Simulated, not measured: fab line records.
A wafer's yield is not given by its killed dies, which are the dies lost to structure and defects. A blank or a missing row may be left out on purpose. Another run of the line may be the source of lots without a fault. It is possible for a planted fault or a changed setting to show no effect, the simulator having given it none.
Lot-split experiment / flow n5 finfet / 39 wafers read across 7 lots, on a route 1938 steps long

## SPLIT DETAILS
At N5_BEOL_M11_CVD_75 (deposits Co from CCTBA/H2, target thk 2 nm, time 138.9 s), the setting target thk a was moved away from the recipe's 20 angstrom on 18 of the 39 wafers read, by -51.9% to +43.4%. The other wafers ran this setting at the recipe's value.

Reading taken at the split's own step.

## THE READING
Co_of_BEOL_M11_CVD_75.thk nm (the simulator's own value, which no gauge read), in nm, at N5_BEOL_M11_CVD_75 (deposits Co from CCTBA/H2, target thk 2 nm, time 138.9 s). The file does not state a usual value for it. Here, 21 wafers ran the recipe; their average is 2.0 nm with a standard deviation of 0.17 nm.

wafer=L074.1; tool, chamber at the split=cvd co-02, 0; target thk a as run, angstrom=20; against the recipe=recipe; Co_of_BEOL_M11_CVD_75.thk nm, nm=2.2; against lot-mates on the recipe=-
wafer=L074.2; tool, chamber at the split=cvd co-02, 1; target thk a as run, angstrom=28.13; against the recipe=+40.6%; Co_of_BEOL_M11_CVD_75.thk nm, nm=2.6; against lot-mates on the recipe=+0.5
wafer=L074.3; tool, chamber at the split=cvd co-02, 2; target thk a as run, angstrom=28.13; against the recipe=+40.6%; Co_of_BEOL_M11_CVD_75.thk nm, nm=2.8; against lot-mates on the recipe=+0.7
wafer=L074.5; tool, chamber at the split=cvd co-02, 2; target thk a as run, angstrom=28.13; against the recipe=+40.6%; Co_of_BEOL_M11_CVD_75.thk nm, nm=2.8; against lot-mates on the recipe=+0.7
wafer=L074.4; tool, chamber at the split=cvd co-02, 0,1; target thk a as run, angstrom=20; against the recipe=recipe; Co_of_BEOL_M11_CVD_75.thk nm, nm=2; against lot-mates on the recipe=-
wafer=L074.6; tool, chamber at the split=cvd co-02, 0,1; target thk a as run, angstrom=20; against the recipe=recipe; Co_of_BEOL_M11_CVD_75.thk nm, nm=2; against lot-mates on the recipe=-
wafer=L082.1; tool, chamber at the split=cvd co-02, 0,2,0; target thk a as run, angstrom=20; against the recipe=recipe; Co_of_BEOL_M11_CVD_75.thk nm, nm=2; against lot-mates on the recipe=-
wafer=L082.3; tool, chamber at the split=cvd co-02, 0,2,0; target thk a as run, angstrom=20; against the recipe=recipe; Co_of_BEOL_M11_CVD_75.thk nm, nm=2; against lot-mates on the recipe=-
wafer=L082.4; tool, chamber at the split=cvd co-02, 0,2,0; target thk a as run, angstrom=20; against the recipe=recipe; Co_of_BEOL_M11_CVD_75.thk nm, nm=2; against lot-mates on the recipe=-
wafer=L082.2; tool, chamber at the split=cvd co-02, 1,2,1; target thk a as run, angstrom=28.67; against the recipe=+43.4%; Co_of_BEOL_M11_CVD_75.thk nm, nm=2.8; against lot-mates on the recipe=+0.8
wafer=L082.5; tool, chamber at the split=cvd co-02, 1,2,1; target thk a as run, angstrom=28.67; against the recipe=+43.4%; Co_of_BEOL_M11_CVD_75.thk nm, nm=2.8; against lot-mates on the recipe=+0.8
wafer=L082.6; tool, chamber at the split=cvd co-02, 1,2,1; target thk a as run, angstrom=28.67; against the recipe=+43.4%; Co_of_BEOL_M11_CVD_75.thk nm, nm=2.8; against lot-mates on the recipe=+0.8
wafer=L080.2; tool, chamber at the split=cvd co-02, 1; target thk a as run, angstrom=20; against the recipe=recipe; Co_of_BEOL_M11_CVD_75.thk nm, nm=2; against lot-mates on the recipe=-
wafer=L080.3; tool, chamber at the split=cvd co-02, 2; target thk a as run, angstrom=20; against the recipe=recipe; Co_of_BEOL_M11_CVD_75.thk nm, nm=2.2; against lot-mates on the recipe=-
wafer=L080.6; tool, chamber at the split=cvd co-02, 2; target thk a as run, angstrom=20; against the recipe=recipe; Co_of_BEOL_M11_CVD_75.thk nm, nm=2.4; against lot-mates on the recipe=-
wafer=L084.1; tool, chamber at the split=cvd co-01, 2; target thk a as run, angstrom=20; against the recipe=recipe; Co_of_BEOL_M11_CVD_75.thk nm, nm=1.6; against lot-mates on the recipe=-
wafer=L084.2; tool, chamber at the split=cvd co-01, 0,2; target thk a as run, angstrom=20; against the recipe=recipe; Co_of_BEOL_M11_CVD_75.thk nm, nm=1.8; against lot-mates on the recipe=-
wafer=L084.6; tool, chamber at the split=cvd co-01, 0,2; target thk a as run, angstrom=20; against the recipe=recipe; Co_of_BEOL_M11_CVD_75.thk nm, nm=1.8; against lot-mates on the recipe=-
wafer=L084.3; tool, chamber at the split=cvd co-01, 1; target thk a as run, angstrom=15.87; against the recipe=-20.7%; Co_of_BEOL_M11_CVD_75.thk nm, nm=1.4; against lot-mates on the recipe=-0.3
wafer=L084.5; tool, chamber at the split=cvd co-01, 1; target thk a as run, angstrom=15.87; against the recipe=-20.7%; Co_of_BEOL_M11_CVD_75.thk nm, nm=1.4; against lot-mates on the recipe=-0.3
wafer=L084.4; tool, chamber at the split=cvd co-01, 0; target thk a as run, angstrom=15.87; against the recipe=-20.7%; Co_of_BEOL_M11_CVD_75.thk nm, nm=1.2; against lot-mates on the recipe=-0.5
wafer=L086.1; tool, chamber at the split=cvd co-02, 2; target thk a as run, angstrom=9.626; against the recipe=-51.9%; Co_of_BEOL_M11_CVD_75.thk nm, nm=1; against lot-mates on the recipe=-1.0
wafer=L086.2; tool, chamber at the split=cvd co-02, 0,0,2; target thk a as run, angstrom=20; against the recipe=recipe; Co_of_BEOL_M11_CVD_75.thk nm, nm=2; against lot-mates on the recipe=-
wafer=L086.5; tool, chamber at the split=cvd co-02, 0,0,2; target thk a as run, angstrom=20; against the recipe=recipe; Co_of_BEOL_M11_CVD_75.thk nm, nm=2; against lot-mates on the recipe=-
wafer=L086.6; tool, chamber at the split=cvd co-02, 0,0,2; target thk a as run, angstrom=20; against the recipe=recipe; Co_of_BEOL_M11_CVD_75.thk nm, nm=2; against lot-mates on the recipe=-
wafer=L086.3; tool, chamber at the split=cvd co-02, 1; target thk a as run, angstrom=9.626; against the recipe=-51.9%; Co_of_BEOL_M11_CVD_75.thk nm, nm=0.8; against lot-mates on the recipe=-1.2
wafer=L086.4; tool, chamber at the split=cvd co-02, 1; target thk a as run, angstrom=9.626; against the recipe=-51.9%; Co_of_BEOL_M11_CVD_75.thk nm, nm=0.8; against lot-mates on the recipe=-1.2
wafer=L093.1; tool, chamber at the split=cvd co-01, 0,1,0; target thk a as run, angstrom=11.83; against the recipe=-40.8%; Co_of_BEOL_M11_CVD_75.thk nm, nm=1.2; against lot-mates on the recipe=-0.7
wafer=L093.2; tool, chamber at the split=cvd co-01, 0,1,0; target thk a as run, angstrom=11.83; against the recipe=-40.8%; Co_of_BEOL_M11_CVD_75.thk nm, nm=1.2; against lot-mates on the recipe=-0.7
wafer=L093.4; tool, chamber at the split=cvd co-01, 0,1,0; target thk a as run, angstrom=11.83; against the recipe=-40.8%; Co_of_BEOL_M11_CVD_75.thk nm, nm=1.2; against lot-mates on the recipe=-0.7
wafer=L093.3; tool, chamber at the split=cvd co-01, 2,1; target thk a as run, angstrom=20; against the recipe=recipe; Co_of_BEOL_M11_CVD_75.thk nm, nm=2; against lot-mates on the recipe=-
wafer=L093.5; tool, chamber at the split=cvd co-01, 2,1; target thk a as run, angstrom=20; against the recipe=recipe; Co_of_BEOL_M11_CVD_75.thk nm, nm=2; against lot-mates on the recipe=-
wafer=L093.6; tool, chamber at the split=cvd co-01, 2; target thk a as run, angstrom=20; against the recipe=recipe; Co_of_BEOL_M11_CVD_75.thk nm, nm=1.8; against lot-mates on the recipe=-
wafer=L095.1; tool, chamber at the split=cvd co-01, 2; target thk a as run, angstrom=20; against the recipe=recipe; Co_of_BEOL_M11_CVD_75.thk nm, nm=1.8; against lot-mates on the recipe=-
wafer=L095.5; tool, chamber at the split=cvd co-01, 2; target thk a as run, angstrom=20; against the recipe=recipe; Co_of_BEOL_M11_CVD_75.thk nm, nm=1.8; against lot-mates on the recipe=-
wafer=L095.2; tool, chamber at the split=cvd co-01, 0,1; target thk a as run, angstrom=9.983; against the recipe=-50.1%; Co_of_BEOL_M11_CVD_75.thk nm, nm=1; against lot-mates on the recipe=-0.9
wafer=L095.4; tool, chamber at the split=cvd co-01, 0,1; target thk a as run, angstrom=9.983; against the recipe=-50.1%; Co_of_BEOL_M11_CVD_75.thk nm, nm=1; against lot-mates on the recipe=-0.9
wafer=L095.3; tool, chamber at the split=cvd co-01, 1; target thk a as run, angstrom=20; against the recipe=recipe; Co_of_BEOL_M11_CVD_75.thk nm, nm=2; against lot-mates on the recipe=-
wafer=L095.6; tool, chamber at the split=cvd co-01, 0; target thk a as run, angstrom=9.983; against the recipe=-50.1%; Co_of_BEOL_M11_CVD_75.thk nm, nm=0.8; against lot-mates on the recipe=-1.1
Rows listing several chambers each stand for several wafers; the file does not say which wafer went through which chamber.

THE FIT
A straight line over all 39 wafers: Co_of_BEOL_M11_CVD_75.thk nm changes by +0.0202 nm for each +1% of target thk a; r = +0.97; the points scatter about the line by 0.15 nm.
The same after taking each lot's own level away (the mean of its wafers on the recipe; 39 wafers): +0.0189 nm for each +1%; r = +0.98; scatter 0.1 nm.
According to that fit, moving target thk a by its largest amount changes the reading by 0.98 nm.
The lots' own levels span 1.73 to 2.20 nm, that is 2.8 times the standard deviation above.
Hence the lot-to-lot level has little effect on the slope; both slopes agree.
Check: -0.996 nm against its lot-mates is what the line predicts for one of the wafers moved furthest among these (-51.9%) when that wafer is left out of the fit. It came out at -1 nm against them.

## OTHER SPLITS APPLIED TO THESE WAFERS
Note: prior to the reading, these wafers also went through further splits. Each is held against what the fit with the lots' levels taken away leaves over:
other split on the same wafers=N5_BEOL_M10_TRENCH_ETCH_37 target depth a; wafers away from the commonest value=12; r with Co_of_BEOL_M11_CVD_75.thk nm (lot level and that fit taken away)=+0.04

## THE FILE'S OWN FIT
Co_of_BEOL_M11_CVD_75.thk nm changes by +0.019 nm for each +1% of target thk a, r = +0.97.
